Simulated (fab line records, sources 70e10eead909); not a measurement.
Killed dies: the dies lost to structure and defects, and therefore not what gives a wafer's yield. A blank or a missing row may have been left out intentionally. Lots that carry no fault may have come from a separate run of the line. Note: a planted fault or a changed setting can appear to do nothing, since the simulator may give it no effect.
A sampling plan put to the test :: flow nandHarc :: 14 faults told of in these records, all on one fab line, each judged by the records of the lots it struck
Plan = the line's own looks (route steps where a gauge or an inspection reads the wafer without altering it). Where struck wafers have a number at a look and the file lists that look's usual mean and standard deviation on fault-free wafers, the look can be judged. Caught: at a look after the fault's first step, the mean of the struck wafers lies 4 or more of those standard deviations (sigma) from the usual mean. On the tool: here the same test is run on the tool's own readings at the fault's steps. Another recipe on the struck wafers, or a record that is blank for them alone, also counts as caught.

THE FAULTS, as the simulator had put them in
1. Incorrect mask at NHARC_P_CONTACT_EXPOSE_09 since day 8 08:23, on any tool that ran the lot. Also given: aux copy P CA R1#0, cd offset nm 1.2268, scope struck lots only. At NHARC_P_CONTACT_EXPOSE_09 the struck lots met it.
2. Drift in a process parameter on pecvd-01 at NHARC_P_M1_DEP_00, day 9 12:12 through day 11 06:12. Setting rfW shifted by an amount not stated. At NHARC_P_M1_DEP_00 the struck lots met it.
3. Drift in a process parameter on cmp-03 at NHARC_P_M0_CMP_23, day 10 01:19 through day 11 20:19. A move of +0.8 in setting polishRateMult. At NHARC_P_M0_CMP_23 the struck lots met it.
4. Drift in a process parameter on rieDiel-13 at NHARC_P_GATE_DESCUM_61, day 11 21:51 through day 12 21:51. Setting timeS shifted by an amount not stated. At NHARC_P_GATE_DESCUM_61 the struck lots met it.
5. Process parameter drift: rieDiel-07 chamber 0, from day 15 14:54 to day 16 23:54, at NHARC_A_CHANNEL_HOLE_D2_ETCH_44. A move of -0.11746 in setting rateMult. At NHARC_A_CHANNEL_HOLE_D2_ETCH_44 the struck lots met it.
6. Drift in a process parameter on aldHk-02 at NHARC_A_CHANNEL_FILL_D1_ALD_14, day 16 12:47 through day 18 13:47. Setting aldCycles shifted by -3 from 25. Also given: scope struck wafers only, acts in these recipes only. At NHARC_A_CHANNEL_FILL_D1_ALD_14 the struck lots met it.
7. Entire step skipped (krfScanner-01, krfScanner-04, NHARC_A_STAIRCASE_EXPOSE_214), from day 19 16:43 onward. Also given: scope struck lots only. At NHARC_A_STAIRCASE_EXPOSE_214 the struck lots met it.
8. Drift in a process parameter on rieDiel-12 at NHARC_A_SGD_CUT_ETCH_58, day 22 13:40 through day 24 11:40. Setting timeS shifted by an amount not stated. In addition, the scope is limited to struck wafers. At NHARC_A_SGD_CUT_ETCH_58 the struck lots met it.
9. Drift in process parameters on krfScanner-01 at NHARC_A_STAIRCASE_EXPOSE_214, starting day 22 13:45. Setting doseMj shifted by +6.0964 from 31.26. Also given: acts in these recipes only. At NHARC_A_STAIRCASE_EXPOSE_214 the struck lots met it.
10. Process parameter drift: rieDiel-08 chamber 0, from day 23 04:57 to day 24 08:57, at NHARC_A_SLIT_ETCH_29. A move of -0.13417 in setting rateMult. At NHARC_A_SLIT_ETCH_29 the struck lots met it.
11. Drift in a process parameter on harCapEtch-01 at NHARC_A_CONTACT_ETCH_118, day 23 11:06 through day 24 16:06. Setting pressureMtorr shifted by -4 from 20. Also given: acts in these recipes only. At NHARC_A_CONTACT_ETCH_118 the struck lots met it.
12. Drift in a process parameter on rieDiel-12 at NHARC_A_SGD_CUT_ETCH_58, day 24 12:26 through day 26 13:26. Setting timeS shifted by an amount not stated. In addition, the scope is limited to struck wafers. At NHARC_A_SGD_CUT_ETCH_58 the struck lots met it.
13. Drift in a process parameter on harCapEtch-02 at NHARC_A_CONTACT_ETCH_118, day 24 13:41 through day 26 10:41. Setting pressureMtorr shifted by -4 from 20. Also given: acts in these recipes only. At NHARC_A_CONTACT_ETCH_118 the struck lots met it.
14. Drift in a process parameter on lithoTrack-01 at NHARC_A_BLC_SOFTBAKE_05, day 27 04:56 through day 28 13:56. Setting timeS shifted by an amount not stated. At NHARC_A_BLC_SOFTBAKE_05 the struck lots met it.

WHAT THE PLAN SAW
fault: 1
on the tool itself: no reading that can be judged
first look that catches it: no look after it can be judged
reading, sigma: -
median hours from its first step to that look: -
hours from the fault's start to the first struck lot there: -
judged looks passed uncaught: 0

fault: 2
on the tool itself: rfFwdPowerW -52 sigma
first look that catches it: not the one look that can be judged after it
reading, sigma: -
median hours from its first step to that look: -
hours from the fault's start to the first struck lot there: -
judged looks passed uncaught: 1

fault: 3
on the tool itself: timeToEndpointS -4.2 sigma
first look that catches it: NHARC_P_M0_THK_MEAS_24
reading, sigma: thkNm -4.3
median hours from its first step to that look: 0.3
hours from the fault's start to the first struck lot there: 5
judged looks passed uncaught: 0

fault: 4
on the tool itself: runLengthS -4.3 sigma
first look that catches it: not the one look that can be judged after it
reading, sigma: strongest: killedOpen at NHARC_END_SORT_01, +2.4
median hours from its first step to that look: -
hours from the fault's start to the first struck lot there: -
judged looks passed uncaught: 1

fault: 5
on the tool itself: oesProductAu -6.1 sigma
first look that catches it: NHARC_END_SORT_01
reading, sigma: killedAtArray +25
median hours from its first step to that look: 261.2
hours from the fault's start to the first struck lot there: 272
judged looks passed uncaught: 0

fault: 6
on the tool itself: under 2 sigma
first look that catches it: no look after it can be judged
reading, sigma: -
median hours from its first step to that look: -
hours from the fault's start to the first struck lot there: -
judged looks passed uncaught: 0

fault: 7
on the tool itself: no reading that can be judged
first look that catches it: no look after it can be judged
reading, sigma: -
median hours from its first step to that look: -
hours from the fault's start to the first struck lot there: -
judged looks passed uncaught: 0

fault: 8
on the tool itself: runLengthS +30 sigma
first look that catches it: not the one look that can be judged after it
reading, sigma: -
median hours from its first step to that look: -
hours from the fault's start to the first struck lot there: -
judged looks passed uncaught: 1

fault: 9
on the tool itself: exposureDoseMJCm2 +99 or beyond sigma
first look that catches it: no look after it can be judged
reading, sigma: -
median hours from its first step to that look: -
hours from the fault's start to the first struck lot there: -
judged looks passed uncaught: 0

fault: 10
on the tool itself: oesProductAu -6.2 sigma
first look that catches it: no look after it can be judged
reading, sigma: -
median hours from its first step to that look: -
hours from the fault's start to the first struck lot there: -
judged looks passed uncaught: 0

fault: 11
on the tool itself: chamberPressureMTorr -99 or beyond sigma
first look that catches it: no look after it can be judged
reading, sigma: -
median hours from its first step to that look: -
hours from the fault's start to the first struck lot there: -
judged looks passed uncaught: 0

fault: 12
on the tool itself: runLengthS +5.5 sigma
first look that catches it: not the one look that can be judged after it
reading, sigma: -
median hours from its first step to that look: -
hours from the fault's start to the first struck lot there: -
judged looks passed uncaught: 1

fault: 13
on the tool itself: chamberPressureMTorr -99 or beyond sigma
first look that catches it: no look after it can be judged
reading, sigma: -
median hours from its first step to that look: -
hours from the fault's start to the first struck lot there: -
judged looks passed uncaught: 0

fault: 14
on the tool itself: heaterPowerTotalW +99 or beyond sigma
first look that catches it: none of the 3 looks that can be judged after it
reading, sigma: -
median hours from its first step to that look: -
hours from the fault's start to the first struck lot there: -
judged looks passed uncaught: 3
Dash: fault not caught, or number not given in these records.

Caught at a look: 2 of 14. Caught on the tool: 11 of 14. By one or the other: 11 of 14.
Faults 2, 4, 8, 9, 10, 11, 12, 13, 14 were caught on the tool alone.
Caught by neither: faults 1, 6, 7.

THINNER SAMPLING
If the look that catches a fault measured only every second or every third lot, by lot number, the first struck lot would be measured this late in the worst case:
fault: 3
struck lots at that look, in order of time: L823, L826
every lot: 5 h
every second lot: 33 h
every third lot: may miss all 2

fault: 5
struck lots at that look, in order of time: L782
every lot: 272 h
every second lot: may miss it
every third lot: may miss it
Hours: fault start to first struck lot measured. 4 sigma limit: tested on the pooled struck wafers, so a lone lot may be under it. Other struck lots may not be in these records.

THE LONGEST TIMED WAY FROM STEP TO LOOK
Fault 5: a median of 261.2 hours passes between NHARC_A_CHANNEL_HOLE_D2_ETCH_44 and NHARC_END_SORT_01. No look between them can be judged.
